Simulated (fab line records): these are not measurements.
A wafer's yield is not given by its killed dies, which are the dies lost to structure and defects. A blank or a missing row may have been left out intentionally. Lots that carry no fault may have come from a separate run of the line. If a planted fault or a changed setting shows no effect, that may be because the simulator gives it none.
Matching of chambers / flow n5Finfet / 4 sister chambers for N5_BEOL_M13_ETCH_67 on rieDiel-01
The step etches SiARC in CF4, target depth 143 nm, time 238.3 s. 4 wafers are shown with their chamber, then 7 later ones without.

WAFERS PAIRED WITH THEIR CHAMBERS
wafer=L084.2; chamber=0; showerheadPlenumPTorr (Torr)=2.25
wafer=L084.6; chamber=1; showerheadPlenumPTorr (Torr)=2.25
wafer=L087.1; chamber=3; showerheadPlenumPTorr (Torr)=2.16
wafer=L087.3; chamber=2; showerheadPlenumPTorr (Torr)=2.11

WAFERS MISSING THEIR CHAMBER
wafer=L087.5; showerheadPlenumPTorr (Torr)=2.11
wafer=L085.1; showerheadPlenumPTorr (Torr)=2.16
wafer=L085.5; showerheadPlenumPTorr (Torr)=2.11
wafer=L085.6; showerheadPlenumPTorr (Torr)=2.16
wafer=L091.2; showerheadPlenumPTorr (Torr)=2.25
wafer=L091.4; showerheadPlenumPTorr (Torr)=2.10
wafer=L091.5; showerheadPlenumPTorr (Torr)=2.24

EACH ONE'S CHAMBER
wafer=L087.5; from the rows above=2; in truth=2
wafer=L085.1; from the rows above=3; in truth=3
wafer=L085.5; from the rows above=2; in truth=2
wafer=L085.6; from the rows above=3; in truth=3
wafer=L091.2; from the rows above=can't be placed: 0 or 1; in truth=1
wafer=L091.4; from the rows above=2; in truth=2
wafer=L091.5; from the rows above=can't be placed: 0 or 1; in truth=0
Correct placement for 5 of the 7. These rows do not allow placing 2 (true chamber among the candidates in 2). Number placed wrongly: 0.
How it was worked out, from the rows above alone: a wafer's distance from a chamber is the root of the sum, over the readings, of the square of ((its reading less the chamber's mean) divided by the reading's scatter). The wafer belongs to the nearest chamber; if the next one is less than 2 further off, it can't be placed. The mean given for a chamber averages the wafers shown for that chamber. The scatter: with one shown wafer a chamber, the root of the mean of the squares of how far each hidden wafer lies from its nearest shown one.
